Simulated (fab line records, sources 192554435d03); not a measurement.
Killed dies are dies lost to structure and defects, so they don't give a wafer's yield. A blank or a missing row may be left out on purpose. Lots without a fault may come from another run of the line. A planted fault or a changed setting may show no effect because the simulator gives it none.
Which tool did it? | flow n5_finfet | 9 lots, 27 wafers sampled, at 3 steps of a route of 1938

WHAT THE GAUGES READ, wafer by wafer
N5_BEOL_M2_CD_MEAS_28: target cd 26.2 nm, target cd y 24.1 nm.
lot  | measured     | on        | cd_nm (nm)
L200 | day 6 18:50  | cd_sem-03 | 25.95 26.38 26.23
L202 | day 7 02:10  | cd_sem-02 | 26.12 26.52 26.47
L204 | day 7 17:19  | cd_sem-02 | 26.10 25.91 26.23
L206 | day 7 20:44  | cd_sem-03 | 26.03 26.42 26.17
L207 | day 8 01:28  | cd_sem-02 | 26.20 26.18 26.40
L212 | day 9 09:34  | cd_sem-01 | 26.39 26.41 26.18
L218 | day 11 09:29 | cd_sem-02 | 25.94 25.93 26.07
L220 | day 11 13:07 | cd_sem-03 | 23.63 23.30 23.67
L221 | day 12 12:55 | cd_sem-02 | 24.60 24.49 24.60

WHICH TOOL RAN EACH LOT (tool, then ch and the chambers of the sampled wafers, then the start)
lot  | N5_BEOL_M2_ETCH_64                 | N5_BEOL_M2_EXPOSE_25
L200 | rie_diel-03 ch 0,1, day 6 18:05    | euv_scanner-02 ch 0, day 6 18:41
L202 | rie_diel-02 ch 0,1,2, day 7 01:21  | euv_scanner-01 ch 0, day 7 02:01
L204 | rie_diel-03 ch 1,2, day 7 16:33    | euv_scanner-01 ch 0, day 7 17:10
L206 | rie_diel-03 ch 0,1,3, day 7 20:04  | euv_scanner-01 ch 0, day 7 20:35
L207 | rie_diel-03 ch 1,2,3, day 8 00:39  | euv_scanner-01 ch 0, day 8 01:20
L212 | rie_diel-03 ch 0,2, day 9 08:53    | euv_scanner-01 ch 0, day 9 09:25
L218 | rie_diel-02 ch 0,2,3, day 11 08:52 | euv_scanner-02 ch 0, day 11 09:22
L220 | rie_diel-01 ch 0,1, day 11 12:26   | euv_scanner-02 ch 0, day 11 12:58
L221 | rie_diel-02 ch 2,3, day 12 12:14   | euv_scanner-02 ch 0, day 12 12:46
- N5_BEOL_M2_ETCH_64: etches SOC in N2/H2, target depth 75 nm, overetch 22.5 nm, time 121.9 s.
- N5_BEOL_M2_EXPOSE_25: exposes mask V1, defocus 5 nm.

THE ANSWER, worked out from the rows above alone
Rule: what is usual is taken from the lots themselves. Put in order of their means at a reading, lots are off if they are a third of the lots or fewer, leave a main group of 4 or more, and stand apart from it by a gap of 3 or more times the standard deviation of the main group's means; of several such gaps the widest counts. A main group whose means are all the same, to the digits that the tables above print for the reading, isn't used. A lot without any number at a reading at which 4 lots or more have one is off too. The other lots that the step has rows for count as sound.
Off: L220, L221, at N5_BEOL_M2_CD_MEAS_28 (cd_nm). The main group: mean 26.20 nm, standard deviation 0.13.
A tool fits if, at a process step before that reading, it ran every lot that is off, and no sound lot after the first of them. The gauges at N5_BEOL_M2_CD_MEAS_28 are tried like those tools. One fits: euv_scanner-02 at N5_BEOL_M2_EXPOSE_25. Its last sound lot is L218 (day 11 09:22), its first lot that is off L220 (day 11 12:58): a fault that began between those two fits.

WHAT THE SIMULATOR HAD PUT IN
Process parameter drift: euv_scanner-02, from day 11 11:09 on, at N5_BEOL_M2_EXPOSE_25. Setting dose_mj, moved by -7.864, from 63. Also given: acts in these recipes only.
Lots struck among those shown: L220, L221. The rule above found the same.
